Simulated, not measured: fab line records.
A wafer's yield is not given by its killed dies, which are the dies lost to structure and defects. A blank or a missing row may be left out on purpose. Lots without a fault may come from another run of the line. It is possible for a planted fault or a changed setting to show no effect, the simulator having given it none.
Comparing a struck lot with a sound one -- flow nand-harc -- 15 steps out of a route of 1159
Sound: the wafers L424.1, L424.3, L424.5. Struck: wafers L431.4, L431.6. (L431.5 of the same lot was not struck and is left out.) The cause comes at the end.
At each step with rows: each side's tool, then ch and its chambers, then its first start. Under that, the readings that differ: sound wafers -- struck wafers -- difference of the means -- sigmas: that difference in standard deviations of wafers without a fault.
alike: readings with means less than 2 such deviations apart, plus words and numbers identical on both sides. not compared: withheld readings, readings lacking a value on some wafer, bounds such as >300 that could conceal the same value, and numbers that have no deviation in the record and whose values overlap.
The two part at a step that has a row with sigmas, a row that says differs or no value, or rows on one side only. Numbers that have no deviation but don't overlap get no sigmas and don't part them. A reading missing from all wafers of one side parts the sides only when that side holds two or more wafers.

first, 6 steps without rows for these wafers: NHARC_A_CONTACT_COAT_63 (resist thk 90 nm); NHARC_A_CONTACT_SOFTBAKE_64 (time 55 s); NHARC_A_CONTACT_EBR_65; NHARC_A_CONTACT_EXPOSE_66 (exposes mask A CC 2); NHARC_A_CONTACT_PEB_67 (peb time 65 s); NHARC_A_CONTACT_DEVELOP_68 (develop time 35 s).
NHARC_A_CONTACT_CD_MEAS_69: the cd target is 200 nm.
  sound on cd-sem-03 ch 0, day 17 02:59; struck on cd-sem-01 ch 0, day 19 00:17
  alike: cd-nm
NHARC_A_CONTACT_OVL_MEAS_70:
  sound on overlay-01 at day 17 03:04; struck on overlay-02 at day 19 00:22
  alike: overlay-x-nm, overlay-y-nm
NHARC_A_CONTACT_INSPECT_71:
  sound on defect-inspect-02 at day 17 03:06; struck on defect-inspect-01 at day 19 00:24
  alike: raw-defect-count
NHARC_A_CONTACT_DESCUM_74: chemistry O2, time 3 s.
  sound on rie-diel-02 ch 0,1,2, day 17 03:14; struck on rie-diel-01 ch 0,2, day 19 00:29
  alike: drypump-motor-current-A, oes-product-au, rf-vpp-V, showerhead-plenum-p-Torr, throttle-valve-pct
  not compared: rf-hours-counter-h
NHARC_A_CONTACT_ETCH_75: etches the open film in CF4, target depth 39 nm, time 65 s.
  sound on rie-diel-02 ch 0,3, day 17 03:18; struck on rie-diel-01 ch 1,2, day 19 00:34
  alike: drypump-motor-current-A, oes-product-au, rf-vpp-V, run-length-s, showerhead-plenum-p-Torr, throttle-valve-pct
  not compared: rf-hours-counter-h
NHARC_A_CONTACT_ETCH_76: etches the open film in N2/H2, target depth 260 nm, time 475.3 s.
  sound: rie-diel-02 ch 1,2; struck: rie-diel-01 ch 3
reading,sound,struck,difference,sigmas
drypump-motor-current-A (A),6.04 6.22 6.01,5.57 5.56,-0.53,-3
run-length-s (s),496.3 497.2 496.0,495.4 495.8,-0.9,-2
  alike: oes-product-au, rf-vpp-V, showerhead-plenum-p-Torr, throttle-valve-pct
  not compared: rf-hours-counter-h
NHARC_A_CONTACT_ETCH_77: etches the open film in CF4/CHF3, target depth 72.6 nm, time 36.3 s.
  sound on rie-diel-02 ch 0,1,2, day 17 03:45; struck on rie-diel-01 ch 1,3, day 19 01:04
reading,sound,struck,difference,sigmas
run-length-s (s),57.3 57.7 57.0,50.5 51.0,-6.6,-15
  alike: drypump-motor-current-A, oes-product-au, rf-vpp-V, showerhead-plenum-p-Torr, throttle-valve-pct
  not compared: rf-hours-counter-h
NHARC_A_CONTACT_ETCH_78: etches the open film in O2/COS, target depth 2800 nm, time 728 s.
  sound: rie-diel-02 ch 0,1,3; struck: rie-diel-01 ch 1,3
reading,sound,struck,difference,sigmas
run-length-s (s),749.1 749.0 750.1,748.7 748.2,-0.9,-2
  alike: drypump-motor-current-A, oes-product-au, rf-vpp-V, showerhead-plenum-p-Torr, throttle-valve-pct
  not compared: rf-hours-counter-h
NHARC_END_SORT_01:
  the record has rows for the sound wafers here (prober-01 ch 0, day 20 10:16) and none for the struck ones

## WHERE THEY PART
First at NHARC_A_CONTACT_ETCH_76; last, within this record, at NHARC_END_SORT_01.

WHY: what had been put in by the simulator
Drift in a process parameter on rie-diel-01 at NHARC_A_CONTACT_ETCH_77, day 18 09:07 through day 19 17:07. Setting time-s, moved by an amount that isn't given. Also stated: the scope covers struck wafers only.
